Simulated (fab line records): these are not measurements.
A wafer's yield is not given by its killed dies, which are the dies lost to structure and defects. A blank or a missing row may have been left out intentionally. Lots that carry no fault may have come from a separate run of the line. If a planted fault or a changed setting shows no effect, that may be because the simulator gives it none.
Chamber matching | flow n5_finfet | rie_diel-05 running N5_BEOL_M2_DESCUM_16: 4 sister chambers
The step chemistry O2, time 7 s. 20 wafers are shown with their chamber, then 10 later ones without.

== WAFERS WITH THEIR CHAMBER ==
wafer  | chamber | showerhead_plenum_p_Torr (Torr) | drypump_motor_current_A (A) | throttle_valve_pct (%)
L076.2 | 2       | 2.22                            | 5.2                         | 19.94
L076.5 | 1       | 2.17                            | 5.1                         | 20.87
L076.6 | 2       | 2.22                            | 5.2                         | 19.94
L079.3 | 1       | 2.16                            | 5.2                         | 20.87
L079.4 | 2       | 2.22                            | 5.2                         | 19.94
L079.6 | 0       | 2.00                            | 6.4                         | 20.34
L081.2 | 3       | 2.16                            | 5.5                         | 20.78
L081.4 | 1       | 2.16                            | 5.1                         | 20.89
L081.5 | 0       | 2.00                            | 6.4                         | 20.34
L085.3 | 3       | 2.15                            | 5.6                         | 20.80
L085.4 | 1       | 2.16                            | 5.1                         | 20.58
L085.5 | 3       | 2.15                            | 5.5                         | 20.81
L086.3 | 0       | 1.99                            | 6.5                         | 20.39
L086.4 | 3       | 2.15                            | 5.6                         | 20.83
L086.6 | 0       | 1.99                            | 6.5                         | 20.38
L088.1 | 0       | 1.99                            | 6.5                         | 20.39
L088.4 | 2       | 2.21                            | 5.2                         | 19.97
L088.6 | 0       | 1.99                            | 6.5                         | 20.40
L090.3 | 0       | 1.99                            | 6.4                         | 20.40
L090.4 | 0       | 1.99                            | 6.4                         | 20.38

SIGNATURES (averages over the wafers above)
reading                  | chamber 0 | chamber 1 | chamber 2 | chamber 3 | scatter within a chamber
showerhead_plenum_p_Torr | 1.9925    | 2.1625    | 2.2175    | 2.1525    | 0.00484
drypump_motor_current_A  | 6.450     | 5.125     | 5.200     | 5.550     | 0.0484
throttle_valve_pct       | 20.3775   | 20.8025   | 19.9475   | 20.8050   | 0.0673
Rule: a wafer lies at a distance from a chamber equal to the root of the sum of squares, over the readings, of (its reading less the chamber's mean, divided by the reading's scatter). The wafer belongs to the nearest chamber; if the next one is less than 2 further off, it can't be placed. The scatter: the root of (the sum of the squares of (reading less its chamber's mean) over the shown wafers, divided by (wafers less chambers)).

== WAFERS WITH NO CHAMBER GIVEN ==
wafer  | showerhead_plenum_p_Torr (Torr) | drypump_motor_current_A (A) | throttle_valve_pct (%)
L090.6 | 2.21                            | 5.2                         | 19.96
L095.2 | 2.14                            | 5.5                         | 20.38
L095.3 | 2.21                            | 5.2                         | 19.99
L095.4 | 2.15                            | 5.2                         | 20.65
L092.4 | 2.15                            | 5.2                         | 20.64
L092.5 | 2.14                            | 5.6                         | 20.36
L092.6 | 1.98                            | 6.4                         | 20.41
L097.1 | 1.98                            | 6.5                         | 20.41
L097.2 | 2.21                            | 5.2                         | 20.00
L097.3 | 2.14                            | 5.5                         | 20.38

== CHAMBER TAKEN BY EACH ==
wafer  | from the rows above | in truth
L090.6 | 2                   | 2
L095.2 | 3                   | 3
L095.3 | 2                   | 2
L095.4 | 1                   | 1
L092.4 | 1                   | 1
L092.5 | 3                   | 3
L092.6 | 0                   | 0
L097.1 | 0                   | 0
L097.2 | 2                   | 2
L097.3 | 3                   | 3
10 of 10 placed correctly. From these rows, 0 cannot be placed. 0 placed wrongly.
